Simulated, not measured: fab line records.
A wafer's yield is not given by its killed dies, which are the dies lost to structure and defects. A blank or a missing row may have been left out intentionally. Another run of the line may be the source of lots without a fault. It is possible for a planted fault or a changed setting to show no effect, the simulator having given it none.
fab line records	flow nand_harc
[record] lots = 13	wafers = 39	last_day = 25
route steps=1159 shown P_ZERO_WELL@16 P_STI@109 END@1159
lots that met no fault: taken from a fault-free run of the same line
start_h: start of the lot's first displayed wafer, in hours after the record's first day	wait_h: hours elapsed since this lot's preceding step	" as in the row above	L1.1+2: a single row standing in for several wafers	- either no value or no given start	* or withheld: withheld	< > ~ a bound
route shown NAME@n: NAME is a module with steps in the file, n the number in the route of the first one	usual: mean/standard deviation taken from wafers without a fault	same: alike in all rows	chamber/n: place in a boat	sites: readings site by site	_std_site: the standard deviation of these	_edge_site: inner sites' mean taken away from outer sites' mean	radius_mm: for every site, how far away it sits from the centre of the wafer	mask NAME#n: copy n	behind: the last tool/chamber to shape the wafer	hold: why the lot was held/for how many hours/how that ended	device: the n, p or np transistor that did not switch	end of line: tests of these same wafers at the route's end	a step without rows: its recipe alone	killed: not the wafer's yield, but the dies lost to structure and defects at the first sort	map: a wafer's dies, x killed, . not, _ none there
set.NAME: setting as actually run; set.NAME@STEP: the setting as run at that earlier step	model.NAME: the simulator's own value behind a step, which no gauge read
one table for each step of the route and one row for each wafer, over a sample of lots
services: when a tool's chamber went out of use (start_h, in hours from the record's first day, below 0 if earlier), for how many hours, and the reason
[[steps]]
[step NHARC_P_ZERO_WELL_DESCUM_13]
[recipe] time_s = 3	o2_flow_sccm = 200	ar_flow_sccm = 0	bias_power_w = 0	chemistry = O2
[usual] drypump_motor_current_A = 6.0/0.42	mfc_ar_sccm = 0.0008/0.0014	o2_flow_sccm = 200.0/0.57	oes_product_au = 1.000/0.011	rf_vpp_V = 57.8/0.89	showerhead_plenum_p_Torr = 1.95/0.078	throttle_valve_pct = 11.312/0.0084
lot.wafer	tool	chamber	start_h	wait_h	drypump_motor_current_A	mfc_ar_sccm	o2_flow_sccm	oes_product_au	rf_hours_counter_h	rf_vpp_V	showerhead_plenum_p_Torr	throttle_valve_pct
L986.1	rie_diel-04	3	13.56	-	6.1	0.0028	200.3	0.980	5	57.9	1.98	11.317
L986.5	"	1	"	"	6.3	0	200.5	0.985	-	57.9	1.96	11.308
L986.6	"	2	"	"	6.3	0	200.6	0.993	-	59.6	1.93	11.311
L987.4	rie_diel-04	3	19.41	-	6.1	0.0028	200.2	0.985	6	58.0	1.98	11.324
L987.2	"	0	"	"	6.1	0	199.7	0.995	6	58.2	1.96	11.314
L987.3	"	1	"	"	6.3	0	201.0	0.998	6	56.6	1.96	11.308
L988.3	rie_diel-07	1	25.71	-	5.9	0.0036	200.0	1.019	11	56.0	2.04	11.318
L988.4	"	3	"	"	5.4	0	200.3	1.018	12	56.9	1.86	11.319
L988.5	"	2	"	"	5.7	0	200.3	0.987	-	56.1	1.80	11.309
L990.2	rie_diel-07	2	37.41	-	5.6	0	199.5	0.987	11	58.0	1.80	11.307
L990.6	"	0	"	"	5.3	0.0039	200.2	1.007	-	58.0	1.98	11.307
L990.5	"	1	"	"	5.8	0.0036	198.5	1.011	-	58.0	2.04	11.318
L992.2	rie_diel-11	3	49.48	-	5.1	0	200.5	1.011	1	58.4	2.06	11.298
L992.5	"	0	"	"	6.1	0	201.0	1.003	-	57.3	2.02	11.312
L992.6	"	1	"	"	6.6	0	199.9	1.001	-	57.6	1.81	11.312
L993.3	rie_diel-11	3	55.40	-	5.1	0	199.5	1.012	1	59.5	2.06	11.303
L993.1	"	1	"	"	6.6	0	198.8	1.006	2	56.4	1.81	11.308
L993.4	"	2	"	"	5.9	0	200.3	1.013	1	58.9	1.93	11.301
L997.3	rie_diel-04	3	79.52	-	6.1	0.0028	200.7	0.988	10	58.3	1.97	11.298
L997.2	"	0	"	"	6.1	0	200.0	0.982	9	56.3	1.96	11.339
L997.5	"	3	"	"	6.2	0.0028	200.3	0.988	-	58.2	1.97	11.302
L102.3	rie_diel-04	3	109.40	-	6.2	0.0028	199.3	0.995	12	57.0	1.97	11.317
L102.5	"	3	"	"	6.2	0.0028	199.0	0.992	-	59.5	1.97	11.314
L102.6	"	0	"	"	6.1	0	200.5	0.986	-	56.6	1.96	11.306
L104.2	rie_diel-07	1	121.41	-	5.9	0.0036	200.0	0.985	5	59.6	2.04	11.307
L104.3	"	2	"	"	5.7	0	200.8	0.989	5	58.6	1.79	11.309
L104.6	"	2	"	"	5.7	0	200.6	0.988	-	56.5	1.79	11.301
L105.3	rie_diel-04	1	127.28	-	6.3	0	200.2	1.002	0	56.7	1.96	11.313
L105.4	"	1	"	"	6.3	0	200.5	1.014	-	57.1	1.96	11.328
L105.6	"	2	"	"	6.2	0	200.1	1.003	-	58.2	1.93	11.309
L106.1	rie_diel-11	1	133.48	-	6.6	0	199.4	1.013	8	56.4	1.81	11.315
L106.3	"	2	"	"	5.9	0	199.0	1.008	8	58.8	1.93	11.313
L106.4	"	3	"	"	5.1	0	200.8	1.010	-	57.6	2.06	11.317
L108.2	rie_diel-07	3	145.41	-	5.4	0	200.5	0.999	8	56.7	1.86	11.310
L108.1	"	2	"	"	5.7	0	200.7	0.988	7	58.3	1.79	11.301
L108.5	"	3	"	"	5.4	0	199.9	0.992	-	57.9	1.86	11.307
L109.2	rie_diel-11	3	151.40	-	5.1	0	199.0	0.998	9	58.4	2.06	11.297
L109.3	"	1	"	"	6.6	0	199.4	1.010	9	57.8	1.81	11.304
L109.5	"	3	"	"	5.1	0	199.3	1.000	-	57.9	2.06	11.303
[step NHARC_P_ZERO_WELL_ETCH_63]
[recipe] target_depth_a = 1200	time_s = 40.1	hbr_flow_sccm = 150	cl2_flow_sccm = 50	rf_w = 400	icp_w = 400	bias_w = 100	chemistry = HBr/Cl2
[usual] drypump_motor_current_A = 5.7/0.4	oes_product_au = 1.000/0.0095	throttle_valve_pct = 26.406/0.0093
lot.wafer	tool	chamber	start_h	wait_h	drypump_motor_current_A	oes_product_au	rf_hours_counter_h	throttle_valve_pct
L986.1	rie_si-01	3	14.11	-	5.7	1.000	0.5	26.396
L986.6	"	3	"	"	5.7	0.989	-	26.401
L986.5	"	0	"	"	5.3	1.009	-	26.394
L987.3	rie_si-01	2	19.68	-	6.5	1.002	0.6	26.407
L987.4	"	3	"	"	5.7	0.988	0.6	26.417
L987.2	"	0	"	"	5.4	1.008	0.6	26.402
L988.3	rie_si-04	2	25.99	-	4.9	1.001	0.7	26.412
L988.4	"	3	"	"	6.3	0.999	0.8	26.415
L988.5	"	1	"	"	5.8	1.009	-	26.401
L990.2	rie_si-06	1	37.68	-	5.9	0.998	0.2	26.407
L990.6	"	3	"	"	5.5	0.993	-	26.398
L990.5	"	0	"	"	5.5	1.001	-	26.411
L992.2	rie_si-04	3	49.74	-	6.3	1.001	0.9	26.420
L992.5	"	1	"	"	5.8	1.007	-	26.411
L992.6	"	2	"	"	4.9	1.017	-	26.412
L993.3	rie_si-04	2	55.65	-	4.9	0.996	0.9	26.410
L993.1	"	3	"	"	6.3	0.986	1.0	26.390
L993.4	"	1	"	"	5.8	1.012	1.0	26.412
L997.3	rie_si-04	3	79.79	-	6.3	0.978	1.2	26.401
L997.2	"	0	"	"	5.6	0.996	1.2	26.414
L997.5	"	2	"	"	4.9	1.002	-	26.401
L102.3	rie_si-06	2	109.70	-	5.9	1.007	0.8	26.430
L102.5	"	3	"	"	5.5	0.993	-	26.421
L102.6	"	0	"	"	5.5	1.013	-	26.422
L104.2	rie_si-04	2	121.67	-	4.9	0.983	0.2	26.409
L104.3	"	1	"	"	5.8	0.998	0.1	26.413
L104.6	"	3	"	"	6.3	1.001	-	26.402
L105.3	rie_si-06	2	127.57	-	5.9	1.003	1.0	26.405
L105.4	"	3	"	"	5.6	1.003	1.1	26.401
L105.6	"	2	"	"	5.9	0.985	-	26.389
L106.4	rie_si-04	2	133.78	-	4.9	0.996	0.4	26.400
L106.1	"	3	"	"	6.3	1.011	0.4	26.403
L106.3	"	0	"	"	5.6	0.998	0.3	26.410
L108.1	rie_si-06	3	145.71	-	5.5	1.012	1.2	26.407
L108.2	"	1	"	"	5.8	1.016	1.2	26.417
L108.5	"	2	"	"	5.9	1.006	-	26.404
L109.2	rie_si-04	2	151.66	-	4.9	0.999	0.5	26.409
L109.3	"	3	"	"	6.3	0.998	0.5	26.391
L109.5	"	2	"	"	4.9	0.995	-	26.409
[step NHARC_P_ZERO_WELL_STRIP_15]
[recipe] time_s = 900	temp_c = 130	chemistry = SPM
[usual] bath_guard_temp_C = 130.1/0.56	bath_heat_duty_pct = 15.2/1.7
lot.wafer	tool	chamber	start_h	wait_h	bath_guard_temp_C	bath_heat_duty_pct
L986.5	wet_bench-05	6	14.27	-	130.3	17.3
L986.1	"	0	"	"	130.0	15.7
L986.6	"	1	"	"	130.1	12.0
L987.2	wet_bench-07	0	19.82	-	129.8	12.9
L987.4	"	1	"	"	131.4	16.1
L987.3	"	3	"	"	129.6	16.0
L988.4	wet_bench-05	7	26.12	-	129.8	15.4
L988.5	"	0	"	"	130.0	15.2
L988.3	"	2	"	"	130.7	17.1
L990.6	wet_bench-07	6	37.80	-	129.6	16.0
L990.2	"	1	"	"	131.3	16.4
L990.5	"	3	"	"	129.4	16.3
L992.2	wet_bench-01	4	49.89	-	129.9	17.5
L992.6	"	5	"	"	129.6	12.1
L992.5	"	6	"	"	130.3	17.0
L993.1	wet_bench-01	4	55.81	-	129.5	17.2
L993.3	"	7	"	"	129.8	13.1
L993.4	"	1	"	"	129.3	13.3
L997.5	wet_bench-01	7	79.93	-	129.6	13.5
L997.3	"	0	"	"	130.3	12.6
L997.2	"	1	"	"	129.5	14.7
L102.5	wet_bench-07	6	109.81	-	129.7	14.5
L102.6	"	2	"	"	129.5	14.1
L102.3	"	3	"	"	129.8	17.8
L104.2	wet_bench-07	7	121.85	-	-	-
L104.3	"	0	"	"	-	-
L104.6	"	1	"	"	-	-
L105.6	wet_bench-07	3	127.72	-	-	-
L105.4	"	5	"	"	-	-
L105.3	"	6	"	"	-	-
L106.3	wet_bench-01	1	133.94	-	-	-
L106.1	"	2	"	"	-	-
L106.4	"	5	"	"	-	-
L108.5	wet_bench-01	5	145.86	-	129.7	13.7
L108.2	"	7	"	"	130.0	13.2
L108.1	"	0	"	"	130.1	13.9
L109.3	wet_bench-01	7	151.81	-	129.9	14.0
L109.2	"	0	"	"	130.0	13.1
L109.5	"	2	"	"	129.7	18.8
[step NHARC_P_STI_INSPECT_25]
[usual] raw_defect_count = 222/83
lot.wafer	tool	chamber	start_h	wait_h	raw_defect_count
L986.1	defect_inspect-02	-	66.89	0.4	204
L986.5	"	-	"	"	206
L986.6	"	-	"	"	277
L987.2	defect_inspect-01	-	71.23	0.4	223
L987.3	"	-	"	"	327
L987.4	"	-	"	"	150
L988.3	defect_inspect-01	-	79.31	0.4	184
L988.4	"	-	"	"	218
L988.5	"	-	"	"	268
L990.2	defect_inspect-01	-	92.67	0.4	224
L990.5	"	-	"	"	144
L990.6	"	-	"	"	299
L993.1	defect_inspect-01	-	100.99	0.4	258
L993.3	"	-	"	"	256
L993.4	"	-	"	"	188
L992.2	defect_inspect-02	-	100.99	0.4	155
L992.5	"	-	"	"	153
L992.6	"	-	"	"	165
L997.2	defect_inspect-01	-	137.78	0.4	115
L997.3	"	-	"	"	114
L997.5	"	-	"	"	140
L102.3	defect_inspect-01	-	160.85	0.4	220
L102.5	"	-	"	"	355
L102.6	"	-	"	"	246
L104.2	defect_inspect-02	-	173.89	0.4	114
L104.3	"	-	"	"	164
L104.6	"	-	"	"	156
L105.3	defect_inspect-02	-	178.24	0.4	128
L105.4	"	-	"	"	413
L105.6	"	-	"	"	336
L106.1	defect_inspect-01	-	186.96	0.4	158
L106.3	"	-	"	"	182
L106.4	"	-	"	"	123
L108.1	defect_inspect-02	-	191.70	0.4	153
L108.2	"	-	"	"	303
L108.5	"	-	"	"	98
L109.2	defect_inspect-01	-	204.56	0.4	204
L109.3	"	-	"	"	211
L109.5	"	-	"	"	300
[step NHARC_END_SORT_01]
[recipe] temp_c = 25
[usual] killed_at_array = 25/9.7	killed_at_other = 0.7/0.87	killed_at_periphery = 3.3/2.3	killed_dies = 29/11	killed_open = 3.6/2.1	killed_short = 2.3/1.7
[same] gross_dies = 677
lot.wafer	tool	chamber	start_h	wait_h	killed_at_array	killed_at_other	killed_at_periphery	killed_dies	killed_open	killed_short
L105.3	prober-01	0	545.98	3.1	15	0	2	17	1	1
L105.4	prober-01	0	546.79	3.4	23	1	4	28	1	5
L105.6	prober-01	0	548.40	4.0	9	1	6	16	1	1
// killed by level:class
L105.3 A_CHANNEL_HOLE_D1:chamber_film_flake=9 P_ZERO_WELL:chamber_film_flake=2 A_CONTACT:chamber_film_flake=2 A_M1:chamber_film_flake=2 A_CONTACT:geometric_particle:open=1 A_M1:geometric_particle:short=1
L105.4 A_CHANNEL_HOLE_D1:chamber_film_flake=11 A_CONTACT:chamber_film_flake=4 A_M1:chamber_film_flake=3 A_WL_FILL:geometric_particle:short=2 P_ZERO_WELL:chamber_film_flake=2 P_CONTACT:geometric_particle:open=1 P_CONTACT:geometric_particle:short=1 A_CONTACT:geometric_particle:short=1
L105.6 A_CHANNEL_HOLE_D1:chamber_film_flake=6 P_ZERO_WELL:chamber_film_flake=3 P_GATE:chamber_film_flake=2 A_SOURCE_PLATE:geometric_particle:open=1 A_BONDPAD:geometric_particle:short=1 P_STI:chamber_film_flake=1 A_M1:chamber_film_flake=1 HYBRID_BOND:latent=1
[[services]]
tool	chamber	start_h	hours	kind
rie_diel-11	3	-0.68	14.5	repair
rie_si-06	1	-0.54	2.6	repair
rie_diel-07	0	1.52	4.7	repair
rie_si-06	-	6.00	9.0	pm
rie_diel-11	-	12.50	9.0	pm
rie_si-06	3	26.15	5.3	repair
wet_bench-01	-	37.60	8.0	pm
rie_diel-07	-	51.20	9.0	pm
rie_si-01	-	55.80	2.0	repair
rie_diel-04	-	64.82	1.5	repair
rie_diel-11	0	74.20	17.4	repair
rie_si-06	0	75.87	13.3	repair
wet_bench-05	-	85.87	8.0	pm
rie_diel-04	-	95.59	0.5	repair
wet_bench-07	-	96.00	8.0	pm
rie_si-04	2	98.30	5.7	repair
rie_si-04	-	99.00	9.0	pm
rie_si-04	0	111.08	4.2	repair
rie_diel-04	-	111.92	9.0	pm
rie_diel-11	0	124.39	23.1	repair
rie_si-01	1	126.73	2.9	repair
rie_si-01	-	127.00	9.0	pm
wet_bench-07	-	132.29	6.0	repair
rie_diel-07	0	144.38	1.3	repair
[[key]]
[first_sign] step = NHARC_P_ZERO_WELL_STRIP_15	reading = tool_record	direction = missing
effect none on later readings
met_at NHARC_P_ZERO_WELL_STRIP_15
struck_lots L104,L105,L106
tester_left_out L104,L105,L106
not_acting_at NHARC_P_ZERO_WELL_DESCUM_13,NHARC_P_ZERO_WELL_ETCH_63,NHARC_P_STI_INSPECT_25
onset_between 109.81 121.85
[fault] kind = skipped_step_whole	tool = wet_bench-01,wet_bench-07	chamber = -	onset_h = 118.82	steps = NHARC_P_ZERO_WELL_STRIP_15	scope = struck_lots_only
// tester_left_out: of these lots the tester's yield and bins aren't shown, on N5 and GAA mostly nor the transistor test; their killed dies are dies lost to structure and defects alone, not to doping, threshold or leakage, so they don't give the yield
